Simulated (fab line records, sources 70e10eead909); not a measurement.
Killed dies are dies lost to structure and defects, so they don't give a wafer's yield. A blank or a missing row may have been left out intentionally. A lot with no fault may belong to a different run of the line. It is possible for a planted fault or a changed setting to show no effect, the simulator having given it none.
What tool caused it? | flow nand-harc | Sampling: 13 lots, 39 wafers, 5 of 1302 route steps

## WHAT EACH GAUGE READ, for each wafer
NHARC_A_SOURCE_PLATE_INSPECT_08. Usual: raw-defect-count at 64, with a standard deviation of 33.
lot  | measured     | on                | raw-defect-count | flag
L856 | day 7 20:29  | defect-inspect-01 | 66 69 68         |
L857 | day 8 13:42  | defect-inspect-01 | 44 53 52         |
L858 | day 8 13:42  | defect-inspect-02 | 74 44 46         |
L859 | day 8 22:17  | defect-inspect-02 | 30 28 36         |
L860 | day 9 09:01  | defect-inspect-01 | 82 72 24         |
L867 | day 12 06:36 | defect-inspect-01 | 67 42 47         |
L869 | day 12 21:13 | defect-inspect-01 | 53 49 48         |
L873 | day 14 21:32 | defect-inspect-01 | 40 46 49         |
L875 | day 15 20:44 | defect-inspect-01 | 150 112 132      |
L876 | day 16 04:26 | defect-inspect-01 | 76 70 64         |
L878 | day 16 19:34 | defect-inspect-02 | 44 74 86         |
L877 | day 16 19:34 | defect-inspect-02 | 42 41 45         |
L879 | day 17 07:28 | defect-inspect-01 | 33 81 46         |

NHARC_A_ONON_D1_THK_MEAS_08: measures by ellipsometry. Usual: thk-nm at 1001 nm, with a standard deviation of 6.4.
lot  | measured     | on            | thk-nm (nm)    | flag
L856 | day 7 22:12  | film-metro-01 | 1009 1007 1007 |
L857 | day 8 15:25  | film-metro-02 | 997 996 997    |
L858 | day 8 15:25  | film-metro-01 | 1000 1000 999  |
L859 | day 9 00:00  | film-metro-02 | 1001 1002 1002 |
L860 | day 9 10:43  | film-metro-01 | 996 995 997    |
L867 | day 12 08:19 | film-metro-01 | 757 1005 1006  | OFF
L869 | day 12 22:56 | film-metro-01 | 753 1002 1000  | OFF
L873 | day 14 23:15 | film-metro-02 | 996 996 996    |
L875 | day 15 22:28 | film-metro-01 | 1006 1006 1006 |
L876 | day 16 06:10 | film-metro-01 | 1010 1012 1012 |
L878 | day 16 21:16 | film-metro-01 | 1000 1000 999  |
L877 | day 16 21:17 | film-metro-01 | 1001 1001 1001 |
L879 | day 17 09:10 | film-metro-02 | 1006 1006 1005 |

NHARC_A_ONON_D1_THK_MEAS_18: measures by ellipsometry. Usual: thk-nm at 996 nm, with a standard deviation of 11.
lot  | measured     | on            | thk-nm (nm)    | flag
L856 | day 8 07:05  | film-metro-01 | 979 979 979    |
L857 | day 9 00:08  | film-metro-01 | 998 1000 996   |
L858 | day 9 00:21  | film-metro-02 | 1001 1001 1002 |
L859 | day 9 08:56  | film-metro-01 | 1000 1003 1003 |
L860 | day 9 19:55  | film-metro-01 | 1005 1006 1004 |
L867 | day 12 17:14 | film-metro-02 | 982 982 984    |
L869 | day 13 07:47 | film-metro-01 | 986 986 986    |
L873 | day 15 11:19 | film-metro-02 | 989 989 987    |
L875 | day 16 07:12 | film-metro-01 | 995 995 996    |
L876 | day 16 15:29 | film-metro-01 | 988 990 988    |
L878 | day 17 06:05 | film-metro-02 | 990 989 991    |
L877 | day 17 06:03 | film-metro-01 | 1004 1005 1004 |
L879 | day 17 18:05 | film-metro-01 | 1005 1006 1004 |

## TOOL THAT RAN EACH LOT (tool first, then ch and the chambers of the sampled wafers, then the start)
lot  | NHARC_P_BONDPAD_CMP_19        | NHARC_A_ONON_D1_DEP_06
L856 | cmp-02 ch 0,2,3, day 6 21:24  | pecvd-onon-02 ch 0, day 7 21:41
L857 | cmp-03 ch 0,1,2, day 7 15:09  | pecvd-onon-04 ch 0, day 8 14:54
L858 | cmp-01 ch 2,3, day 7 16:36    | pecvd-onon-03 ch 0, day 8 15:01
L859 | cmp-01 ch 1,2,3, day 7 23:31  | pecvd-onon-03 ch 0, day 8 23:29
L860 | cmp-02 ch 0,3, day 8 05:20    | pecvd-onon-02 ch 0, day 9 10:13
L867 | cmp-02 ch 1,2,3, day 11 06:58 | pecvd-onon-04 ch 0, day 12 07:52
L869 | cmp-02 ch 0,1,2, day 11 21:32 | pecvd-onon-04 ch 0, day 12 22:29
L873 | cmp-01 ch 1,2,3, day 13 19:49 | pecvd-onon-03 ch 0, day 14 22:44
L875 | cmp-03 ch 1,3, day 14 21:20   | pecvd-onon-02 ch 0, day 15 21:57
L876 | cmp-02 ch 0,1,2, day 15 05:12 | pecvd-onon-03 ch 0, day 16 05:46
L878 | cmp-03 ch 0,1,3, day 15 19:08 | pecvd-onon-04 ch 0, day 16 20:52
L877 | cmp-01 ch 1,2, day 15 19:54   | pecvd-onon-03 ch 0, day 16 20:46
L879 | cmp-02 ch 0,1, day 16 05:44   | pecvd-onon-02 ch 0, day 17 08:39
- NHARC_P_BONDPAD_CMP_19: polishes, t overpolish 30 s, cu recess touch 16 s, target thk 160.81 nm.
- NHARC_A_ONON_D1_DEP_06: target thk 1000 nm.

## WHAT THE TOOLS THEMSELVES READ (means of the sampled wafers that have a number; where no wafer has one, the mark that the record gives instead)
NHARC_P_BONDPAD_CMP_19. Usual: motor-current-A 12.0 A, standard deviation 0.78; overpolish-run-s 30.001 s, standard deviation 0.0086; slurry-filter-dp-kPa 13.50 kPa, standard deviation 0.14.
lot  | tool   | motor-current-A (A) | overpolish-run-s (s) | slurry-filter-dp-kPa (kPa) | flag
L856 | cmp-02 | 12.2                | 29.998               | 13.61                      |
L857 | cmp-03 | 11.7                | 29.998               | 13.36                      |
L858 | cmp-01 | 11.3                | 30.002               | 13.55                      |
L859 | cmp-01 | 11.6                | 29.993               | 13.60                      |
L860 | cmp-02 | 11.9                | 30.000               | 13.50                      |
L867 | cmp-02 | 12.3                | 30.004               | 13.48                      |
L869 | cmp-02 | 11.7                | 29.999               | 13.43                      |
L873 | cmp-01 | 11.5                | 30.000               | 13.49                      |
L875 | cmp-03 | 12.7                | 30.003               | 13.46                      |
L876 | cmp-02 | 11.8                | 30.001               | 13.46                      |
L878 | cmp-03 | 12.2                | 30.007               | 13.59                      |
L877 | cmp-01 | 11.8                | 30.004               | 13.48                      |
L879 | cmp-02 | 11.6                | 29.991               | 13.48                      |

## THE ANSWER, worked out from the rows above alone
Rule: a lot is off if the mean of its wafers that have a number lies more than 3 standard deviations from the usual mean. A lot without any number at a reading at which 4 lots or more have one is off too. The other lots that the step has rows for count as sound. The gauges are gone through in route order, then the tools' own readings, and for those a lot's mean is taken as printed above. The first step at which some lot is off is used, and at that step the reading that is off furthest; a lot without a number counts as furthest.
Off at NHARC_A_ONON_D1_THK_MEAS_08 (thk-nm): L867, L869.
A tool fits if, at a process step before that reading, it ran every lot that is off, and no sound lot after the first of them. Those tools and the gauges at NHARC_A_ONON_D1_THK_MEAS_08 are tried in the same way. No candidate that was tried fits.

## WHAT WAS PUT IN BY THE SIMULATOR
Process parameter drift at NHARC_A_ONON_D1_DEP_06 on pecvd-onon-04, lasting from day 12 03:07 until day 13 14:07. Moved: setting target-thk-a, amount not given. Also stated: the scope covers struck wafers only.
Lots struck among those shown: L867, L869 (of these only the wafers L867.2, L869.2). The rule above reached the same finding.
